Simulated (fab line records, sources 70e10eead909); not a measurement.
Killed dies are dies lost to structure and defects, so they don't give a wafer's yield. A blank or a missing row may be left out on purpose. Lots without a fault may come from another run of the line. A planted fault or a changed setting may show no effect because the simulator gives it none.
fab line records | flow nand_harc
record lots=15 wafers=42 last_day=24
route steps=1159 shown A_ZERO_WELL@405 A_SOURCE_PLATE@416 A_ONON_D1@426 END@1159
lots that met no fault: from a run of the same line without faults
start_h: hours from the record's first day to the start of the lot's first wafer shown | wait_h: hours since the lot's step before | " the same as in the row above | L1.1+2: a row that stands for several wafers | - no value, or no start given | * or withheld: withheld | < > ~ a bound
route shown NAME@n: a module of which the file shows steps, and the number in the route of the first | usual: mean/standard deviation of fault-free wafers | same: alike in all rows | chamber/n: place in a boat | sites: the reading at each site | _std_site: their standard deviation | _edge_site: outer sites' mean less inner sites' | radius_mm: how far each site lies from the wafer's centre | mask NAME#n: copy n | behind: the tool/chamber that last shaped the wafer | hold: why the lot was held/for how many hours/how that ended | device: the transistor (n, p or np) that didn't switch | end of line: the same wafers' tests at the end of the route | a step without rows: its recipe alone | killed: dies lost to structure and defects at the first sort, not the wafer's yield | map: a wafer's dies, x killed, . not, _ none there
set.NAME: the setting as run; set.NAME@STEP: as run at that earlier step | model.NAME: the simulator's own value behind a step, which no gauge read
steps of the route over a sample of lots; a table a step, a row a wafer
services: from which hour (start_h, from the record's first day; less than 0 if before it) a tool's chamber was out of use, for how many hours, and why
## steps
# step NHARC_A_ZERO_WELL_ETCH_13
# recipe target_depth_a=1200 time_s=40.1 hbr_flow_sccm=150 cl2_flow_sccm=50 rf_w=400 icp_w=400 bias_w=100 chemistry=HBr/Cl2
# usual drypump_motor_current_A=5.7/0.54 oes_product_au=0.999/0.0093 throttle_valve_pct=26.406/0.0092
# columns lot.wafer tool chamber start_h wait_h drypump_motor_current_A oes_product_au rf_hours_counter_h throttle_valve_pct
L662.3 rie_si-02 3 142.20 - 5.7 1.007 0.7 26.399
L662.1 " 1 " " 5.9 1.002 0.6 26.405
L662.6 " 1 " " 5.9 0.999 - 26.411
L663.3 rie_si-05 1 148.09 - 6.6 0.986 0.6 26.401
L663.5 " 3 " " 5.1 1.006 - 26.419
L663.6 " 0 " " 5.0 1.017 - 26.413
L664.4 rie_si-02 0 148.24 - 6.0 1.012 0.7 26.401
L664.2 " 2 " " 4.9 1.005 0.7 26.392
L664.5 " 0 " " 6.0 1.007 - 26.411
L665.4 rie_si-05 1 158.68 - 6.6 0.986 0.6 26.402
L665.2 " 3 " " 5.1 0.995 0.8 26.414
L665.6 " 1 " " 6.6 0.986 - 26.409
L666.1 rie_si-02 0 159.42 - 6.0 1.008 0.8 26.399
L666.4 " 1 " " 5.9 0.995 0.8 26.389
L666.6 " 0 " " 6.0 1.006 - 26.417
L668.2 rie_si-02 3 164.70 - 5.7 1.001 0.9 26.409
L668.1 " 1 " " 5.8 1.005 0.8 26.407
L668.6 " 0 " " 6.0 1.003 - 26.409
L667.1 rie_si-04 1 165.09 - 5.4 0.997 0.3 26.406
L667.4 " 3 " " 6.6 0.995 0.4 26.419
L667.6 " 1 " " 5.4 1.005 - 26.424
L669.2 rie_si-02 3 181.71 - 5.7 1.002 0.9 26.408
L669.3 " 0 " " 6.0 1.004 0.9 26.401
L669.4 " 1 " " 5.9 1.003 0.9 26.404
L670.4 rie_si-02 1 184.54 - 5.9 1.002 0.9 26.398
L670.3 " 2 " " 4.9 1.005 0.9 26.412
L670.6 " 1 " " 5.8 1.009 - 26.406
L671.1 rie_si-04 0 186.00 - 6.2 0.985 0.5 26.418
L671.6 " 0 " " 6.3 1.002 - 26.402
L671.5 " 1 " " 5.4 1.000 - 26.402
L673.4 rie_si-02 2 200.78 - 4.9 1.007 1.0 26.403
L673.2 " 0 " " 6.0 1.010 1.0 26.398
L673.6 " 2 " " 4.9 1.006 - 26.418
L674.2 rie_si-04 1 215.65 - 5.3 0.986 0.7 26.398
L674.3 " 2 " " 5.2 0.993 0.5 26.410
L676.4 rie_si-02 1 223.27 - 5.9 0.986 0.1 26.388
L676.6 " 2 " " 4.9 0.985 - 26.385
L678.4 rie_si-04 2 235.86 - 5.2 1.002 0.6 26.402
L678.2 " 3 " " 6.6 0.986 0.8 26.410
L684.1 rie_si-04 3 264.32 - 6.6 0.994 1.1 26.407
L684.3 " 1 " " 5.3 0.991 1.2 26.394
L684.5 " 0 " " 6.2 0.995 - 26.409
# step NHARC_A_SOURCE_PLATE_THK_MEAS_09
# recipe thk_meas_gauge=ellipsometry
# usual thk_nm=9.6/0.9
# columns lot.wafer tool chamber start_h wait_h thk_nm
L662.1 film_metro-02 - 150.71 0.4 9.5
L662.3 " - " " 8.7
L662.6 " - " " 10.0
L663.3 film_metro-02 - 158.00 0.4 10.7
L663.5 " - " " 9.8
L663.6 " - " " 10.1
L664.2 film_metro-02 - 158.02 0.4 9.0
L664.4 " - " " 10.2
L664.5 " - " " 8.9
L666.1 film_metro-01 - 167.48 0.4 9.5
L666.4 " - " " 10.2
L666.6 " - " " 10.8
L665.2 film_metro-02 - 167.48 0.4 8.4
L665.4 " - " " 10.8
L665.6 " - " " 9.6
L668.1 film_metro-01 - 173.17 0.4 6.4
L668.2 " - " " 9.2
L668.6 " - " " 8.1
L667.1 film_metro-02 - 173.17 0.4 9.4
L667.4 " - " " 10.6
L667.6 " - " " 8.9
L669.2 film_metro-02 - 190.21 0.4 9.0
L669.3 " - " " 10.3
L669.4 " - " " 9.5
L670.3 film_metro-01 - 190.21 0.4 9.5
L670.4 " - " " 8.1
L670.6 " - " " 8.3
L671.1 film_metro-02 - 194.48 0.4 9.1
L671.5 " - " " 9.7
L671.6 " - " " 10.2
L673.2 film_metro-01 - 207.43 0.4 9.8
L673.4 " - " " 9.8
L673.6 " - " " 7.7
L674.2 film_metro-02 - 227.41 0.4 10.0
L674.3 " - " " 9.9
L676.4 film_metro-01 - 234.79 0.4 9.0
L676.6 " - " " 8.2
L678.2 film_metro-01 - 244.46 0.4 10.9
L678.4 " - " " 7.9
L684.1 film_metro-01 - 272.85 0.4 10.1
L684.3 " - " " 9.2
L684.5 " - " " 9.7
# step NHARC_A_ONON_D1_DEP_03
# recipe target_thk_a=10000 n2_flow_sccm=2750 n2o_flow_sccm=2000 nh3_flow_sccm=500 sih4_flow_sccm=210 temp_c=400
# usual n2o_flow_sccm=2000/6
# columns lot.wafer tool chamber start_h wait_h n2o_flow_sccm
L662.1 pecvd_onon-01 0 164.25 0.1 2011
L662.3 " 0 " " 2007
L662.6 " 0 " " 2006
L664.2 pecvd_onon-02 0 171.62 0.1 2001
L664.4 " 0 " " 1998
L664.5 " 0 " " 1990
L663.3 pecvd_onon-03 0 171.67 0.2 2005
L663.5 " 0 " " 2010
L663.6 " 0 " " 2003
L666.1 pecvd_onon-02 0 181.64 0.1 1993
L666.4 " 0 " " 1999
L666.6 " 0 " " 1999
L665.2 pecvd_onon-03 0 181.68 0.1 1995
L665.4 " 0 " " 2007
L665.6 " 0 " " 2000
L667.1 pecvd_onon-01 0 187.21 0.1 1995
L667.4 " 0 " " 1993
L667.6 " 0 " " 2005
L668.1 pecvd_onon-03 0 187.24 0.1 1984
L668.2 " 0 " " 1983
L668.6 " 0 " " 1991
L669.2 pecvd_onon-03 0 204.29 0.1 1995
L669.3 " 0 " " 1998
L669.4 " 0 " " 1992
L670.3 pecvd_onon-02 0 204.35 0.2 2006
L670.4 " 0 " " 2002
L670.6 " 0 " " 2005
L671.1 pecvd_onon-02 0 208.91 0.1 1996
L671.5 " 0 " " 2003
L671.6 " 0 " " 2006
L673.2 pecvd_onon-03 0 221.23 0.1 1992
L673.4 " 0 " " 1996
L673.6 " 0 " " 1997
L674.2 pecvd_onon-03 0 240.93 0.1 1993
L674.3 " 0 " " 1997
L676.4 pecvd_onon-03 0 248.52 0.2 1996
L676.6 " 0 " " 1992
L678.2 pecvd_onon-03 0 258.38 0.2 1997
L678.4 " 0 " " 2001
L684.1 pecvd_onon-01 0 290.05 0.1 1998
L684.3 " 0 " " 2004
L684.5 " 0 " " 2012
# step NHARC_A_ONON_D1_THK_MEAS_05
# recipe thk_meas_gauge=ellipsometry
# usual thk_nm=1000/9.1
# columns lot.wafer tool chamber start_h wait_h thk_nm
L662.1 film_metro-02 - 164.76 - 982
L662.3 " - " " 979
L662.6 " - " " 982
L663.3 film_metro-01 - 172.07 - 993
L663.5 " - " " 994
L663.6 " - " " 992
L664.2 film_metro-02 - 172.07 - 1001
L664.4 " - " " 1001
L664.5 " - " " 1000
L665.2 film_metro-01 - 182.13 - 1003
L665.4 " - " " 1004
L665.6 " - " " 1004
L666.1 film_metro-02 - 182.15 - 999
L666.4 " - " " 1001
L666.6 " - " " 1001
L667.1 film_metro-02 - 187.72 - 995
L667.4 " - " " 996
L667.6 " - " " 995
L668.1 film_metro-01 - 187.75 - 994
L668.2 " - " " 995
L668.6 " - " " 993
L670.3 film_metro-02 - 204.75 - 1017
L670.4 " - " " 1016
L670.6 " - " " 1016
L669.2 film_metro-01 - 204.75 - 1013
L669.3 " - " " 1016
L669.4 " - " " 1012
L671.1 film_metro-01 - 209.42 - 1004
L671.5 " - " " 1004
L671.6 " - " " 1004
L673.2 film_metro-01 - 221.68 - 1004
L673.4 " - " " 1004
L673.6 " - " " 1004
L674.2 film_metro-02 - 241.38 - 454
L674.3 " - " " 1020
L676.4 film_metro-01 - 248.86 - 444
L676.6 " - " " 1009
L678.2 film_metro-02 - 258.83 - 423
L678.4 " - " " 422
L684.1 film_metro-01 - 290.56 - 999
L684.3 " - " " 999
L684.5 " - " " 1001
# step NHARC_END_SORT_01
# recipe temp_c=25
# usual killed_at_array=29/11 killed_at_other=0.7/1.1 killed_at_periphery=3.1/2 killed_dies=33/11 killed_open=3.5/1.8 killed_short=2.0/1.4
# same gross_dies=677
# columns lot.wafer tool chamber start_h wait_h killed_at_array killed_at_other killed_at_periphery killed_dies killed_open killed_short
L667.1 prober-01 0 488.01 2.5 8 3 3 14 2 1
L667.4 prober-01 0 490.40 3.4 11 3 5 19 5 2
L667.6 prober-01 0 491.99 4.0 10 1 9 20 3 3
L676.4 prober-01 0 530.86 3.4 672 3 2 677 3 2
L676.6 prober-01 0 532.47 4.0 37 2 2 41 8 2
L674.2 prober-02 0 539.61 2.8 673 0 4 677 4 3
L674.3 prober-02 0 540.41 3.1 34 3 2 39 2 2
# killed by level:class
L667.1 A_CHANNEL_HOLE_D1:chamber_film_flake=3 THIN_TSV:chamber_film_flake=3 A_STAIRCASE:chamber_film_flake=2 P_CONTACT:geometric_particle:open=1 P_M0:geometric_particle:short=1 A_M0:geometric_particle:open=1 P_BONDPAD:chamber_film_flake=1 A_CONTACT:chamber_film_flake=1
L667.4 P_M1:chamber_film_flake=3 A_CHANNEL_HOLE_D1:chamber_film_flake=3 THIN_TSV:chamber_film_flake=3 A_CONTACT:geometric_particle:open=2 A_STAIRCASE:chamber_film_flake=2 P_M0:geometric_particle:open=1 A_CHANNEL_FILL_D1:geometric_particle:short=1 A_WL_FILL:geometric_particle:short=1
L667.6 P_BONDPAD:chamber_film_flake=5 A_STAIRCASE:chamber_film_flake=4 A_CONTACT:geometric_particle:open=2 A_BLC:chamber_film_flake=2 P_GATE:geometric_particle:open=1 P_CONTACT:geometric_particle:short=1 A_CONTACT:geometric_particle:short=1 A_M1:geometric_particle:short=1
L676.4 A_ONON_D1:area_dep=631 A_CHANNEL_HOLE_D1:chamber_film_flake=25 A_STAIRCASE:chamber_film_flake=7 A_CONTACT:chamber_film_flake=4 THIN_TSV:chamber_film_flake=3 P_M0:geometric_particle:open=1 A_SOURCE_PLATE:geometric_particle:short=1 A_CHANNEL_FILL_D1:geometric_particle:short=1
L676.6 A_CHANNEL_HOLE_D1:chamber_film_flake=18 A_CONTACT:chamber_film_flake=6 A_STAIRCASE:chamber_film_flake=5 A_CONTACT:geometric_particle:open=3 P_CONTACT:geometric_particle:open=2 A_SOURCE_PLATE:geometric_particle:short=1 A_CHANNEL_HOLE_D1:geometric_particle:open=1 A_CHANNEL_HOLE_D1:geometric_particle:short=1
L674.2 A_ONON_D1:area_dep=634 A_CHANNEL_HOLE_D1:chamber_film_flake=28 A_STAIRCASE:chamber_film_flake=3 A_CONTACT:chamber_film_flake=3 P_GATE:geometric_particle:open=1 P_CONTACT:geometric_particle:short=1 P_CONTACT:geometric_particle:open=1 A_ONON_D1:geometric_particle:short=1
L674.3 A_CHANNEL_HOLE_D1:chamber_film_flake=19 A_STAIRCASE:chamber_film_flake=5 A_CONTACT:chamber_film_flake=3 THIN_TSV:chamber_film_flake=3 A_CHANNEL_FILL_D1:chamber_film_flake=2 A_WL_FILL:chamber_film_flake=2 P_M0:geometric_particle:open=1 A_ONON_D1:geometric_particle:short=1
## services
# columns tool chamber start_h hours kind
pecvd_onon-01 - 123.21 1.6 repair
rie_si-02 0 128.54 14.8 repair
pecvd_onon-03 - 153.33 13.0 pm
rie_si-02 1 155.40 1.8 repair
rie_si-04 2 172.70 11.4 repair
pecvd_onon-01 - 195.00 13.0 pm
rie_si-02 - 211.00 9.0 pm
rie_si-02 0 211.00 9.0 vent_cycle
rie_si-02 1 211.00 9.0 vent_cycle
rie_si-02 2 211.00 9.0 vent_cycle
rie_si-02 3 211.00 9.0 vent_cycle
rie_si-02 0 220.00 - clean
rie_si-02 1 220.00 - clean
rie_si-02 2 220.00 - clean
rie_si-02 3 220.00 - clean
pecvd_onon-01 - 231.01 8.7 repair
rie_si-05 - 239.06 9.0 pm
pecvd_onon-01 - 241.36 5.8 repair
rie_si-04 2 245.35 15.3 repair
rie_si-04 - 245.77 0.7 repair
rie_si-04 - 276.00 9.0 pm
rie_si-04 0 276.00 9.0 vent_cycle
rie_si-04 1 276.00 9.0 vent_cycle
pecvd_onon-02 - 278.82 0.2 repair
## key
first_sign step=NHARC_A_ONON_D1_THK_MEAS_05 reading=thk_nm direction=down sigmas=62 usual=1000 struck=436
effect step=NHARC_END_SORT_01 reading=killed_dies direction=up sigmas=61 usual=33 struck=677
more_kills_born_at NHARC_A_ONON_D1_DEP_03@pecvd_onon-03=1265
met_at NHARC_A_ONON_D1_DEP_03
struck_lots L674,L676,L678
struck_wafers L674.2,L676.4,L678.2,L678.4
later_rows_left_out L674.2,L676.4,L678.2,L678.4
sort_left_out L678.2,L678.4
tester_left_out L674,L676,L678
not_acting_at NHARC_A_ZERO_WELL_ETCH_13,NHARC_A_SOURCE_PLATE_THK_MEAS_09
onset_between 221.23 240.93
fault kind=process_parameter_drift tool=pecvd_onon-03 chamber=- onset_h=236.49 steps=NHARC_A_ONON_D1_DEP_03 channel=target_thk_a offset=* shape=step end_h=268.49 scope=struck_wafers_only acts_in=* stated=*
# tester_left_out: of these lots the tester's yield and bins aren't shown, on N5 and GAA mostly nor the transistor test; their killed dies are dies lost to structure and defects alone, not to doping, threshold or leakage, so they don't give the yield
# sort_left_out: the simulated sort isn't trusted on such a fault, so these wafers' sort isn't shown, and their yield isn't known
# later_rows_left_out: the simulator's readings of these wafers behind a module that went badly wrong aren't trusted and aren't shown, but for the sort
